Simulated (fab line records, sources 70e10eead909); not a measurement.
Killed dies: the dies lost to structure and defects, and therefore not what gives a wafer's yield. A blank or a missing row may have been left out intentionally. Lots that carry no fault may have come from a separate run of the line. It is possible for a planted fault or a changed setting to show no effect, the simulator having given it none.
Comparing a struck lot with a sound one + flow nand-harc + 43 steps out of a route of 1302
Sound: wafers L801.2, L801.3, L801.6. The struck wafers were L803.1, L803.3, L803.5. The cause comes at the end.
Order at every step that has rows: each side's tool, ch and its chambers, its first start. Under that, the readings that differ: sound wafers + struck wafers + difference of the means + sigmas: that difference in standard deviations of wafers without a fault.
alike: readings whose means differ by less than 2 such deviations, and words and numbers that are the same on both sides. not compared: withheld readings, readings that some wafer has no value for, bounds like >300 that may hide the same value, and numbers for which the record gives no deviation and whose values overlap.
Wherever a step has rows on one side only, a row that says differs or no value, or a row with sigmas, the two part there. Numbers that don't overlap but have no deviation are shown without sigmas and don't part them. A reading missing from all wafers of one side parts the sides only when that side holds two or more wafers.

first, 5 steps without rows for these wafers: NHARC_A_CONTACT_ETCH_121 (etches the open film in C4F8/O2/Ar, time 190 s, target depth 1850 nm); NHARC_A_CONTACT_ETCH_122 (etches the open film in C4F8/O2/Ar, time 190 s, target depth 1850 nm); NHARC_A_CONTACT_ETCH_123 (etches the open film in C4F8/O2/Ar, time 490 s, target depth 2110 nm); NHARC_A_CONTACT_ETCH_90 (etches the open film in CH3F/O2, target depth 40 nm, time 85.7 s); NHARC_A_CONTACT_ETCH_96 (etches the open film in C4F6/O2, target depth 20 nm, time 10 s).
NHARC_A_CONTACT_CD_MEAS_53:
  sound on cd-sem-02, day 27 05:19; struck on cd-sem-02, day 28 14:42
  alike: cd-nm
then, 6 steps without rows for these wafers: NHARC_A_CONTACT_STRIP_99 (strips in N2/H2); NHARC_A_CONTACT_STRIP_100 (strips in CF4/CHF3); NHARC_A_CONTACT_STRIP_101 (strips in O2/COS); NHARC_A_CONTACT_ETCH_102 (etches the open film in CF4/O2, target depth 100 nm, overetch 10 nm, time 55 s); NHARC_A_CONTACT_STRIP_55 (strips in O2); NHARC_A_CONTACT_STRIP_56 (strips in post etch residue remover, time 600 s).
NHARC_A_CONTACT_DEP_57: deposits aC, target thk 5300 nm.
  sound on acl-dep-03 ch 0, day 27 06:48; struck on acl-dep-01, day 28 15:44
  no value came back on the struck wafers for susceptor-temp-C (C), throttle-valve-pct (%); on the sound wafers susceptor-temp-C (C) reads 399.94 400.06 400.02
then, 11 steps without rows for these wafers: NHARC_A_CONTACT_DEP_58 (deposits SiON, target thk 90 nm); NHARC_A_CONTACT_DEHYDRATE_59 (time 120 s); NHARC_A_CONTACT_HMDS_60 (time 30 s); NHARC_A_CONTACT_COAT_61 (time 75 s); NHARC_A_CONTACT_COAT_62 (time 65 s); NHARC_A_CONTACT_COAT_63 (resist thk 90 nm); NHARC_A_CONTACT_SOFTBAKE_64 (time 55 s); NHARC_A_CONTACT_EBR_65; NHARC_A_CONTACT_EXPOSE_66 (exposes mask A CC 2); NHARC_A_CONTACT_PEB_67 (peb time 65 s); NHARC_A_CONTACT_DEVELOP_68 (develop time 35 s).
NHARC_A_CONTACT_CD_MEAS_69: target cd 300 nm.
  sound on cd-sem-03 ch 0, day 27 10:14; struck on cd-sem-01 ch 0, day 28 19:34
  alike: cd-nm
NHARC_A_CONTACT_OVL_MEAS_70:
  sound on overlay-02, day 27 10:20; struck on overlay-01, day 28 19:39
| reading           | sound          | struck      | difference | sigmas |
|-------------------|----------------|-------------|------------|--------|
| overlay-y-nm (nm) | -0.8 -1.6 -0.9 | 1.6 1.2 0.8 | +2.3       | +3     |
  alike: overlay-x-nm
NHARC_A_CONTACT_INSPECT_71:
  sound on defect-inspect-02, day 27 10:22; struck on defect-inspect-02, day 28 19:41
  alike: raw-defect-count
NHARC_A_CONTACT_DESCUM_74: chemistry O2, time 3 s.
  sound on rie-diel-07 ch 0,2,3, day 27 10:25; struck on rie-diel-07 ch 0,1,3, day 28 19:46
  alike: drypump-motor-current-A, oes-product-au, rf-vpp-V, showerhead-plenum-p-Torr, throttle-valve-pct
  not compared: rf-hours-counter-h
then, 1 step without rows for these wafers: NHARC_A_CONTACT_ETCH_75 (etches the open film in CF4, target depth 39 nm, time 65 s).
NHARC_A_CONTACT_ETCH_76: etches the open film in N2/H2, target depth 260 nm, time 475.3 s.
  sound: rie-diel-07 ch 1,2,3; struck: rie-diel-07 ch 1,2
  alike: drypump-motor-current-A, oes-product-au, rf-vpp-V, showerhead-plenum-p-Torr, throttle-valve-pct
  not compared: rf-hours-counter-h
then, 3 steps without rows for these wafers: NHARC_A_CONTACT_ETCH_77 (etches the open film in CF4/CHF3, target depth 108.9 nm, time 54.5 s); NHARC_A_CONTACT_ETCH_78 (etches the open film in O2/COS, target depth 5300 nm, time 1378 s); NHARC_A_CONTACT_ETCH_124 (etches the open film in C4F8/O2/Ar, time 140 s, target depth 700 nm).
NHARC_A_CONTACT_ETCH_125: etches the open film in C4F8/O2/Ar, time 197 s, target depth 1918 nm.
  sound on har-cap-etch-02 ch 0,1, day 27 12:23; struck on har-cap-etch-03 ch 0,1, day 28 21:35
  not compared: rf-hours-counter-h
then, 1 step without rows for these wafers: NHARC_A_CONTACT_ETCH_126 (etches the open film in C4F8/O2/Ar, time 197 s, target depth 1918 nm).
NHARC_A_CONTACT_ETCH_127: etches the open film in C4F8/O2/Ar, time 197 s, target depth 1918 nm.
  sound on har-cap-etch-02 ch 0,1, day 27 12:44; struck on har-cap-etch-03 ch 0,1, day 28 22:04
  not compared: rf-hours-counter-h
then, 5 steps without rows for these wafers: NHARC_A_CONTACT_ETCH_128 (etches the open film in C4F8/O2/Ar, time 197 s, target depth 1918 nm); NHARC_A_CONTACT_ETCH_129 (etches the open film in C4F8/O2/Ar, time 197 s, target depth 1918 nm); NHARC_A_CONTACT_ETCH_130 (etches the open film in C4F8/O2/Ar, time 197 s, target depth 1918 nm); NHARC_A_CONTACT_ETCH_131 (etches the open film in C4F8/O2/Ar, time 197 s, target depth 1918 nm); NHARC_A_CONTACT_ETCH_132 (etches the open film in C4F8/O2/Ar, time 197 s, target depth 1924 nm).
NHARC_A_CONTACT_ETCH_133: etches the open film in C4F8/O2/Ar, time 374 s, target depth 1610 nm.
  sound on har-cap-etch-02 ch 0,1, day 27 13:47; struck on har-cap-etch-03 ch 0,1, day 28 23:32
  not compared: rf-hours-counter-h
NHARC_END_SORT_01:
  the record has rows for the sound wafers here (prober-02 ch 0, day 29 23:06) and none for the struck ones

WHERE THEY PART
Earliest at NHARC_A_CONTACT_DEP_57; latest, in this record, at NHARC_END_SORT_01.

WHY: what the simulator had put in
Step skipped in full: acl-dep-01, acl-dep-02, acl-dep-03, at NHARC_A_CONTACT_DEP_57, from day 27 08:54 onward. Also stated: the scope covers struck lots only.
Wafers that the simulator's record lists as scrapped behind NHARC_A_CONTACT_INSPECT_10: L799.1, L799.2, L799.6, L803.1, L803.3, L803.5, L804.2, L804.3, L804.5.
